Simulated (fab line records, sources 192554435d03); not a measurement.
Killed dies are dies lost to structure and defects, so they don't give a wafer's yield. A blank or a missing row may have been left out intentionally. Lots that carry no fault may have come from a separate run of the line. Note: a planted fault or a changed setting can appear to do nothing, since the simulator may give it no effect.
Chamber matching / flow n5Finfet / N5_BEOL_M12_CMP_49 on cmp-02 has 4 sister chambers
The step polishes, stops on SiOC, t overpolish 20.6 s, target thk 320 nm. 8 wafers are shown with their chamber, then 7 later ones without.

== WAFERS, EACH WITH ITS CHAMBER ==
wafer=L081.6; chamber=0; motorCurrentA (A)=7.1; slurryFilterDpKPa (kPa)=13.35
wafer=L083.3; chamber=2; motorCurrentA (A)=5.7; slurryFilterDpKPa (kPa)=13.56
wafer=L083.4; chamber=0; motorCurrentA (A)=6.6; slurryFilterDpKPa (kPa)=13.41
wafer=L090.1; chamber=1; motorCurrentA (A)=6.4; slurryFilterDpKPa (kPa)=13.58
wafer=L090.2; chamber=2; motorCurrentA (A)=5.6; slurryFilterDpKPa (kPa)=13.64
wafer=L090.3; chamber=3; motorCurrentA (A)=5.3; slurryFilterDpKPa (kPa)=13.69
wafer=L093.3; chamber=1; motorCurrentA (A)=6.1; slurryFilterDpKPa (kPa)=13.53
wafer=L093.4; chamber=3; motorCurrentA (A)=5.5; slurryFilterDpKPa (kPa)=13.58

== WAFERS WITHOUT THEIR CHAMBER ==
wafer=L093.5; motorCurrentA (A)=6.5; slurryFilterDpKPa (kPa)=13.58
wafer=L096.1; motorCurrentA (A)=6.2; slurryFilterDpKPa (kPa)=13.65
wafer=L096.2; motorCurrentA (A)=5.8; slurryFilterDpKPa (kPa)=13.41
wafer=L096.6; motorCurrentA (A)=6.4; slurryFilterDpKPa (kPa)=13.67
wafer=L097.1; motorCurrentA (A)=6.7; slurryFilterDpKPa (kPa)=13.83
wafer=L097.3; motorCurrentA (A)=5.1; slurryFilterDpKPa (kPa)=13.31
wafer=L097.5; motorCurrentA (A)=5.7; slurryFilterDpKPa (kPa)=13.42

== WHICH CHAMBER EACH WENT THROUGH ==
wafer=L093.5; from the rows above=1; in truth=1
wafer=L096.1; from the rows above=can't be placed: 1 or 2 or 3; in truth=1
wafer=L096.2; from the rows above=can't be placed: 1 or 2 or 3 or 0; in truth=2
wafer=L096.6; from the rows above=can't be placed: 1 or 2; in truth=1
wafer=L097.1; from the rows above=can't be placed: 1 or 2 or 3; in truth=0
wafer=L097.3; from the rows above=can't be placed: 2 or 3 or 1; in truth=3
wafer=L097.5; from the rows above=can't be placed: 2 or 1 or 3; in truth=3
Placed correctly: 1 of 7. Can't be placed from these rows: 6 (the true chamber is among the candidates in 5). Number placed wrongly: 0.
How it was worked out, from the rows above alone: a wafer's distance from a chamber is the root of the sum, over the readings, of the square of ((its reading less the chamber's mean) divided by the reading's scatter). The wafer belongs to the nearest chamber; if the next one is less than 2 further off, it can't be placed. The mean given for a chamber averages the wafers shown for that chamber. How the scatter is found: for the shown wafers, subtract from each reading the mean of its chamber, square and add these, divide the total by (wafers less chambers), then take the root.
